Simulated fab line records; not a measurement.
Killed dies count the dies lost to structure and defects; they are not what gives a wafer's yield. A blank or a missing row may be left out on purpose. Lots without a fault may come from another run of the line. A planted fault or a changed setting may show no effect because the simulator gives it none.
Which of the tools did it?	flow nand_harc	66 wafers from 22 lots sampled at 6 of the route's 1302 steps

## WHAT EACH GAUGE READ, for each wafer
The record lacks any reading of a measuring or inspecting step that a usual standard deviation could be used to judge.

## WHICH TOOL RAN EACH LOT (tool, then ch and the chambers of the sampled wafers, then the start)
lot	NHARC_A_STAIRCASE_TRIM_26	NHARC_A_STAIRCASE_ETCH_188	NHARC_A_STAIRCASE_TRIM_189	NHARC_A_STAIRCASE_TRIM_198	NHARC_A_STAIRCASE_TRIM_220	NHARC_A_STAIRCASE_TRIM_231
L075	rie_diel-12 ch 1,2, day 16 03:40 or earlier	rie_diel-03 ch 1,2,3, day 16 03:40 or earlier	rie_diel-03 ch 0,1,3, day 16 03:40 or earlier	rie_diel-03 ch 1,2, day 16 03:40 or earlier	rie_diel-05 ch 0,1,2, day 16 03:40	rie_diel-12 ch 1,2,3, no start
L074	rie_diel-05 ch 0,1,2, day 16 03:45 or earlier	rie_diel-05 ch 0,1,3, day 16 03:45 or earlier	rie_diel-05 ch 1,2, day 16 03:45 or earlier	rie_diel-03 ch 0,1,2, day 16 03:45 or earlier	rie_diel-12 ch 1,2, day 16 03:45	rie_diel-03 ch 0,2,3, no start
L076	rie_diel-05 ch 2,3, day 17 02:35 or earlier	rie_diel-05 ch 0,1, day 17 02:35 or earlier	rie_diel-05 ch 1,2,3, day 17 02:35 or earlier	rie_diel-03 ch 0,1, day 17 02:35 or earlier	rie_diel-05 ch 0,1,2, day 17 02:35	rie_diel-05 ch 0,3, no start
L077	rie_diel-12 ch 1,3, day 17 10:52 or earlier	rie_diel-05 ch 0,1,3, day 17 10:52 or earlier	rie_diel-05 ch 1,3, day 17 10:52 or earlier	rie_diel-03 ch 2,3, day 17 10:52 or earlier	rie_diel-03 ch 0,1,3, day 17 10:52	rie_diel-05 ch 0,2, no start
L078	rie_diel-05 ch 1,2, day 17 20:19 or earlier	rie_diel-05 ch 0,1, day 17 20:19 or earlier	rie_diel-05 ch 0,2, day 17 20:19 or earlier	rie_diel-05 ch 0,1,2, day 17 20:19 or earlier	rie_diel-12 ch 0,1,2, day 17 20:19	rie_diel-12 ch 0,1,2, no start
L079	rie_diel-12 ch 1,2,3, day 18 10:23 or earlier	rie_diel-12 ch 0,1,2, day 18 10:23 or earlier	rie_diel-12 ch 0,2,3, day 18 10:23 or earlier	rie_diel-03 ch 0,1,2, day 18 10:23 or earlier	rie_diel-05 ch 0,2, day 18 10:23	rie_diel-12 ch 0,2,3, no start
L081	rie_diel-12 ch 0,3, day 18 12:56 or earlier	rie_diel-03 ch 0,2, day 18 12:56 or earlier	rie_diel-03 ch 1,2, day 18 12:56 or earlier	rie_diel-03 ch 1,2, day 18 12:56 or earlier	rie_diel-03 ch 1,2,3, day 18 12:56	rie_diel-12 ch 0,1, no start
L080	rie_diel-03 ch 0,1,2, day 18 15:24 or earlier	rie_diel-12 ch 0,1, day 18 15:24 or earlier	rie_diel-12 ch 0,2,3, day 18 15:24 or earlier	rie_diel-12 ch 0,2,3, day 18 15:24 or earlier	rie_diel-12 ch 2,3, day 18 15:24	rie_diel-12 ch 0,1,3, no start
L082	rie_diel-12 ch 0,1,3, day 19 09:01 or earlier	rie_diel-03 ch 0,1,2, day 19 09:01 or earlier	rie_diel-03 ch 1,2,3, day 19 09:01 or earlier	rie_diel-12 ch 1,2, day 19 09:01 or earlier	rie_diel-05 ch 1,2,3, day 19 09:01	rie_diel-12 ch 0,2, no start
L085	rie_diel-05 ch 0,1, day 20 12:43 or earlier	rie_diel-12 ch 1,2,3, day 20 12:43 or earlier	rie_diel-12 ch 1,2, day 20 12:43 or earlier	rie_diel-12 ch 0,1,3, day 20 12:43 or earlier	rie_diel-05 ch 0,1,3, day 20 12:43	rie_diel-05 ch 0,3, no start
L084	rie_diel-12 ch 0,1,3, day 20 13:31 or earlier	rie_diel-12 ch 0,1,3, day 20 13:31 or earlier	rie_diel-12 ch 0,3, day 20 13:31 or earlier	rie_diel-05 ch 1,3, day 20 13:31 or earlier	rie_diel-05 ch 0,1,3, day 20 13:31	rie_diel-03 ch 0,1,2, no start
L086	rie_diel-03 ch 0,1,2, day 20 19:25 or earlier	rie_diel-12 ch 0,2,3, day 20 19:25 or earlier	rie_diel-12 ch 0,1,3, day 20 19:25 or earlier	rie_diel-03 ch 1,2,3, day 20 19:25 or earlier	rie_diel-05 ch 0,1,3, day 20 19:25	rie_diel-03 ch 0,1,3, no start
L088	rie_diel-12 ch 2,3, day 22 04:53 or earlier	rie_diel-12 ch 0,1,2, day 22 04:53 or earlier	rie_diel-12 ch 0,1,2, day 22 04:53 or earlier	rie_diel-12 ch 0,1, day 22 04:53 or earlier	rie_diel-03 ch 2,3, day 22 04:53	rie_diel-03 ch 0,3, no start
L087	rie_diel-12 ch 1,3, day 22 05:45 or earlier	rie_diel-05 ch 0,2,3, day 22 05:45 or earlier	rie_diel-05 ch 0,2,3, day 22 05:45 or earlier	rie_diel-05 ch 0,1,3, day 22 05:45 or earlier	rie_diel-05 ch 2,3, day 22 05:45	rie_diel-12 ch 1,2, no start
L090	rie_diel-12 ch 0,1,2, day 22 15:23 or earlier	rie_diel-12 ch 0,1,2, day 22 15:23 or earlier	rie_diel-12 ch 0,1, day 22 15:23 or earlier	rie_diel-05 ch 1,2,3, day 22 15:23 or earlier	rie_diel-12 ch 0,2, day 22 15:23	rie_diel-03 ch 2,3, no start
L091	rie_diel-05 ch 0,3, day 23 03:38 or earlier	rie_diel-05 ch 1,2,3, day 23 03:38 or earlier	rie_diel-05 ch 0,2, day 23 03:38 or earlier	rie_diel-03 ch 0,2, day 23 03:38 or earlier	rie_diel-12 ch 1,3, day 23 03:38	rie_diel-05 ch 0,1, no start
L092	rie_diel-03 ch 1,2, day 24 01:35 or earlier	rie_diel-05 ch 1,3, day 24 01:35 or earlier	rie_diel-05 ch 2,3, day 24 01:35 or earlier	rie_diel-03 ch 2,3, day 24 01:35 or earlier	rie_diel-03 ch 1,2, day 24 01:35	rie_diel-12 ch 0,3, no start
L093	rie_diel-12 ch 1,2,3, day 24 02:07 or earlier	rie_diel-12 ch 0,2,3, day 24 02:07 or earlier	rie_diel-12 ch 0,1,3, day 24 02:07 or earlier	rie_diel-12 ch 0,1,2, day 24 02:07 or earlier	rie_diel-05 ch 1,2, day 24 02:07	rie_diel-03 ch 1,2,3, no start
L094	rie_diel-05 ch 2,3, day 24 21:27 or earlier	rie_diel-12 ch 1,3, day 24 21:27 or earlier	rie_diel-12 ch 0,1,3, day 24 21:27 or earlier	rie_diel-03 ch 1,2,3, day 24 21:27 or earlier	rie_diel-05 ch 2,3, day 24 21:27	rie_diel-03 ch 0,1,3, no start
L095	rie_diel-12 ch 0,1,3, day 24 22:45 or earlier	rie_diel-12 ch 0,1,3, day 24 22:45 or earlier	rie_diel-12 ch 0,1,3, day 24 22:45 or earlier	rie_diel-05 ch 0,1,3, day 24 22:45 or earlier	rie_diel-05 ch 0,1,3, day 24 22:45	rie_diel-05 ch 0,1,3, no start
L097	rie_diel-05 ch 0,1,2, day 25 15:20 or earlier	rie_diel-12 ch 0,1,2, day 25 15:20 or earlier	rie_diel-12 ch 0,1,2, day 25 15:20 or earlier	rie_diel-03 ch 0,1,3, day 25 15:20 or earlier	rie_diel-12 ch 0,1,2, day 25 15:20	rie_diel-03 ch 0,1,2, no start
L096	rie_diel-03 ch 1,2,3, day 25 16:20 or earlier	rie_diel-12 ch 0,3, day 25 16:20 or earlier	rie_diel-12 ch 0,1, day 25 16:20 or earlier	rie_diel-12 ch 2,3, day 25 16:20 or earlier	rie_diel-12 ch 1,2, day 25 16:20	rie_diel-12 ch 0,1, no start
- NHARC_A_STAIRCASE_TRIM_26: chemistry O2, time 211.2 s.
- NHARC_A_STAIRCASE_ETCH_188: etches the open film in C4F8/O2, target depth 100 nm, time 40.5 s.
- NHARC_A_STAIRCASE_TRIM_189: chemistry O2, time 211.2 s.
- NHARC_A_STAIRCASE_TRIM_198: chemistry O2, time 211.2 s.
- NHARC_A_STAIRCASE_TRIM_220: chemistry O2, time 211.2 s.
- NHARC_A_STAIRCASE_TRIM_231: chemistry O2, time 211.2 s.

## AS READ BY THE TOOLS THEMSELVES (means over the sampled wafers that have a number; for cases with no such wafer, the mark the record gives instead)
NHARC_A_STAIRCASE_TRIM_26. Usual: drypump_motor_current_A 5.9 A, standard deviation 0.37; oes_product_au 0.999 a.u., standard deviation 0.0089; rf_vpp_V 57.7 V, standard deviation 0.94; showerhead_plenum_p_Torr 3.49 Torr, standard deviation 0.12; throttle_valve_pct 17.036 %, standard deviation 0.0094.
lot	tool	drypump_motor_current_A (A)	oes_product_au (a.u.)	rf_vpp_V (V)	showerhead_plenum_p_Torr (Torr)	throttle_valve_pct (%)	flag
L075	rie_diel-12	5.8	1.000	58.5	3.57	17.043	
L074	rie_diel-05	5.7	0.989	57.8	3.45	17.042	
L076	rie_diel-05	5.5	0.986	57.8	3.56	17.033	
L077	rie_diel-12	6.1	0.990	56.7	3.41	17.035	
L078	rie_diel-05	5.9	0.995	57.4	3.39	17.033	
L079	rie_diel-12	6.0	0.997	57.2	3.48	17.030	
L081	rie_diel-12	6.2	1.010	57.4	3.38	17.031	
L080	rie_diel-03	5.8	1.007	58.1	3.59	17.035	
L082	rie_diel-12	6.2	1.003	57.7	3.42	17.043	
L085	rie_diel-05	5.8	0.998	57.4	3.43	17.040	
L084	rie_diel-12	6.2	1.006	57.1	3.42	17.041	
L086	rie_diel-03	5.7	1.007	58.3	3.58	17.031	
L088	rie_diel-12	5.9	0.996	57.4	3.39	17.037	
L087	rie_diel-12	6.1	0.997	57.9	3.39	17.033	
L090	rie_diel-12	6.0	0.999	56.5	3.49	17.041	
L091	rie_diel-05	5.7	1.000	57.6	3.57	17.030	
L092	rie_diel-03	5.5	1.001	57.9	3.54	17.033	
L093	rie_diel-12	6.0	0.998	57.8	3.46	17.024	
L094	rie_diel-05	5.5	0.999	57.8	3.53	17.025	
L095	rie_diel-12	6.2	0.996	58.0	3.40	17.036	
L097	rie_diel-05	5.7	1.000	57.2	3.42	17.036	
L096	rie_diel-03	5.5	1.002	59.0	3.61	17.031	

NHARC_A_STAIRCASE_ETCH_188. Usual: oes_product_au 0.943 a.u., standard deviation 0.011; rf_vpp_V 894 V, standard deviation 4.4.
lot	tool	oes_product_au (a.u.)	rf_vpp_V (V)	flag
L075	rie_diel-03	0.948	894	
L074	rie_diel-05	0.934	894	
L076	rie_diel-05	0.950	890	
L077	rie_diel-05	0.952	894	
L078	rie_diel-05	0.935	893	
L079	rie_diel-12	0.943	895	
L081	rie_diel-03	0.939	897	
L080	rie_diel-12	0.927	895	
L082	rie_diel-03	0.965	897	
L085	rie_diel-12	0.951	894	
L084	rie_diel-12	0.933	892	
L086	rie_diel-12	0.951	892	
L088	rie_diel-12	0.949	894	
L087	rie_diel-05	0.952	896	
L090	rie_diel-12	0.954	894	
L091	rie_diel-05	0.936	894	
L092	rie_diel-05	0.933	891	
L093	rie_diel-12	0.938	891	
L094	rie_diel-12	0.949	891	
L095	rie_diel-12	0.946	892	
L097	rie_diel-12	0.942	893	
L096	rie_diel-12	0.933	889	

NHARC_A_STAIRCASE_TRIM_189. Usual: drypump_motor_current_A 5.9 A, standard deviation 0.39; oes_product_au 1.000 a.u., standard deviation 0.0092; rf_vpp_V 57.6 V, standard deviation 0.89; showerhead_plenum_p_Torr 3.47 Torr, standard deviation 0.12; throttle_valve_pct 17.038 %, standard deviation 0.0094.
lot	tool	drypump_motor_current_A (A)	oes_product_au (a.u.)	rf_vpp_V (V)	showerhead_plenum_p_Torr (Torr)	throttle_valve_pct (%)	flag
L075	rie_diel-03	6.1	1.004	57.6	3.51	17.046	
L074	rie_diel-05	5.9	0.996	57.2	3.39	17.043	
L076	rie_diel-05	5.7	0.995	57.9	3.49	17.037	
L077	rie_diel-05	6.1	0.980	58.1	3.42	17.041	
L078	rie_diel-05	5.6	0.994	58.3	3.51	17.043	
L079	rie_diel-12	6.0	1.003	57.5	3.43	17.035	
L081	rie_diel-03	5.5	0.998	57.0	3.56	17.033	
L080	rie_diel-12	6.0	1.003	58.4	3.43	17.032	
L082	rie_diel-03	5.5	0.993	57.5	3.46	17.035	
L085	rie_diel-12	6.0	1.006	57.9	3.55	17.037	
L084	rie_diel-12	6.1	1.007	56.9	3.35	17.039	
L086	rie_diel-12	6.2	1.003	57.9	3.42	17.044	
L088	rie_diel-12	6.0	1.008	56.5	3.49	17.029	
L087	rie_diel-05	5.6	1.000	58.3	3.53	17.035	
L090	rie_diel-12	6.2	1.003	57.6	3.44	17.041	
L091	rie_diel-05	5.6	1.014	57.5	3.49	17.035	
L092	rie_diel-05	5.5	0.996	57.8	3.53	17.044	
L093	rie_diel-12	6.2	1.004	57.0	3.41	17.037	
L094	rie_diel-12	6.2	1.000	57.3	3.40	17.043	
L095	rie_diel-12	6.2	1.003	57.5	3.40	17.044	
L097	rie_diel-12	6.0	1.003	58.2	3.48	17.040	
L096	rie_diel-12	6.2	0.992	56.6	3.42	17.039	

NHARC_A_STAIRCASE_TRIM_198. Usual: drypump_motor_current_A 5.8 A, standard deviation 0.46; oes_product_au 1.002 a.u., standard deviation 0.0088; rf_vpp_V 57.7 V, standard deviation 0.88; showerhead_plenum_p_Torr 3.51 Torr, standard deviation 0.13; throttle_valve_pct 17.037 %, standard deviation 0.0092.
lot	tool	drypump_motor_current_A (A)	oes_product_au (a.u.)	rf_vpp_V (V)	showerhead_plenum_p_Torr (Torr)	throttle_valve_pct (%)	flag
L075	rie_diel-03	5.5	1.009	57.7	3.57	17.044	
L074	rie_diel-03	5.7	1.009	58.3	3.59	17.031	
L076	rie_diel-03	6.3	1.001	58.9	3.63	17.036	
L077	rie_diel-03	5.2	1.006	57.6	3.45	17.035	
L078	rie_diel-05	5.8	0.986	57.0	3.45	17.038	
L079	rie_diel-03	5.7	1.010	57.3	3.59	17.040	
L081	rie_diel-03	5.5	1.002	57.6	3.56	17.028	
L080	rie_diel-12	6.0	1.002	56.4	3.43	17.043	
L082	rie_diel-12	5.8	1.001	58.8	3.55	17.045	
L085	rie_diel-12	6.2	1.001	56.3	3.42	17.039	
L084	rie_diel-05	6.0	0.987	57.4	3.41	17.038	
L086	rie_diel-03	5.5	1.003	58.8	3.64	17.036	
L088	rie_diel-12	6.2	1.002	56.5	3.44	17.034	
L087	rie_diel-05	5.8	1.000	57.6	3.47	17.036	
L090	rie_diel-05	5.8	1.000	58.2	3.47	17.040	
L091	rie_diel-03	6.0	1.010	57.3	3.59	17.037	
L092	rie_diel-03	5.6	1.015	58.0	3.70	17.036	
L093	rie_diel-12	6.0	0.999	58.3	3.48	17.041	
L094	rie_diel-03	5.5	0.999	58.6	3.62	17.030	
L095	rie_diel-05	5.9	1.001	57.8	3.45	17.036	
L097	rie_diel-03	6.1	0.999	58.5	3.65	17.037	
L096	rie_diel-12	5.8	0.992	58.1	3.45	17.041	

NHARC_A_STAIRCASE_TRIM_220. Usual: drypump_motor_current_A 5.9 A, standard deviation 0.36; oes_product_au 1.000 a.u., standard deviation 0.0094; rf_vpp_V 57.7 V, standard deviation 0.85; showerhead_plenum_p_Torr 3.48 Torr, standard deviation 0.12; throttle_valve_pct 17.037 %, standard deviation 0.0094.
lot	tool	drypump_motor_current_A (A)	oes_product_au (a.u.)	rf_vpp_V (V)	showerhead_plenum_p_Torr (Torr)	throttle_valve_pct (%)	flag
L075	rie_diel-05	5.7	0.997	58.0	3.45	17.035	
L074	rie_diel-12	5.8	1.000	57.9	3.56	17.028	
L076	rie_diel-05	5.7	0.982	57.8	3.45	17.037	
L077	rie_diel-03	6.0	1.002	57.7	3.50	17.039	
L078	rie_diel-12	6.0	0.997	58.3	3.51	17.048	
L079	rie_diel-05	5.5	1.003	57.5	3.51	17.030	
L081	rie_diel-03	5.5	1.015	58.7	3.46	17.040	
L080	rie_diel-12	5.8	0.998	57.5	3.48	17.036	
L082	rie_diel-05	5.7	1.000	58.4	3.48	17.039	
L085	rie_diel-05	5.9	0.997	57.1	3.47	17.034	
L084	rie_diel-05	5.8	0.996	56.6	3.47	17.041	
L086	rie_diel-05	5.8	0.998	57.5	3.47	17.035	
L088	rie_diel-03	5.6	1.015	57.5	3.71	17.031	
L087	rie_diel-05	5.6	1.000	57.8	3.58	17.032	
L090	rie_diel-12	6.0	1.007	57.5	3.44	17.039	
L091	rie_diel-12	6.1	1.000	57.8	3.38	17.042	
L092	rie_diel-03	5.5	0.997	58.1	3.54	17.036	
L093	rie_diel-05	5.7	0.992	57.6	3.42	17.041	
L094	rie_diel-05	5.7	1.003	58.2	3.56	17.037	
L095	rie_diel-05	5.9	1.005	57.3	3.45	17.028	
L097	rie_diel-12	6.0	0.999	57.5	3.47	17.039	
L096	rie_diel-12	5.8	1.001	57.8	3.52	17.031	

NHARC_A_STAIRCASE_TRIM_231. Usual: drypump_motor_current_A 5.9 A, standard deviation 0.43; oes_product_au 1.002 a.u., standard deviation 0.01; rf_vpp_V 57.8 V, standard deviation 0.85; showerhead_plenum_p_Torr 3.51 Torr, standard deviation 0.13; throttle_valve_pct 17.037 %, standard deviation 0.0095.
lot	tool	drypump_motor_current_A (A)	oes_product_au (a.u.)	rf_vpp_V (V)	showerhead_plenum_p_Torr (Torr)	throttle_valve_pct (%)	flag
L075	rie_diel-12	6.0	0.985	58.3	3.49	17.038	
L074	rie_diel-03	5.8	0.998	57.9	3.49	17.031	
L076	rie_diel-05	5.7	1.004	58.3	3.54	17.038	
L077	rie_diel-05	5.6	0.994	57.8	3.51	17.045	
L078	rie_diel-12	6.0	0.997	58.0	3.51	17.042	
L079	rie_diel-12	6.0	0.998	57.7	3.43	17.039	
L081	rie_diel-12	6.2	0.996	57.7	3.50	17.036	
L080	rie_diel-12	6.2	0.998	58.2	3.43	17.035	
L082	rie_diel-12	6.0	1.010	57.6	3.45	17.025	
L085	rie_diel-05	5.7	0.998	57.8	3.53	17.029	
L084	rie_diel-03	5.7	1.019	58.1	3.58	17.032	
L086	rie_diel-03	6.0	1.009	58.1	3.67	17.028	
L088	rie_diel-03	6.1	1.011	59.7	3.74	17.048	
L087	rie_diel-12	5.8	1.002	57.1	3.54	17.036	
L090	rie_diel-03	5.2	1.010	58.5	3.61	17.045	
L091	rie_diel-05	5.9	1.010	57.1	3.41	17.037	
L092	rie_diel-12	6.2	1.005	57.8	3.35	17.032	
L093	rie_diel-03	5.5	1.009	58.0	3.62	17.037	
L094	rie_diel-03	6.0	0.996	57.4	3.65	17.037	
L095	rie_diel-05	5.8	1.001	56.9	3.45	17.041	
L097	rie_diel-03	5.7	1.004	58.4	3.55	17.036	
L096	rie_diel-12	6.2	1.005	57.6	3.47	17.045	

## THE ANSWER, worked out from the rows above alone
Rule: a lot is off if the mean of its wafers that have a number lies more than 3 standard deviations from the usual mean. A lot without any number at a reading at which 4 lots or more have one is off too. All remaining lots with rows at the step are treated as sound. After the gauges, taken in route order, come the tools' own readings; for these a lot's mean is taken, as printed above. At the first step where some lot is off, the reading lying furthest off is the one used; lots without a number count as furthest.
No lot is off at any reading shown: from this, nothing can be told.

## WHAT THE SIMULATOR HAD INSERTED
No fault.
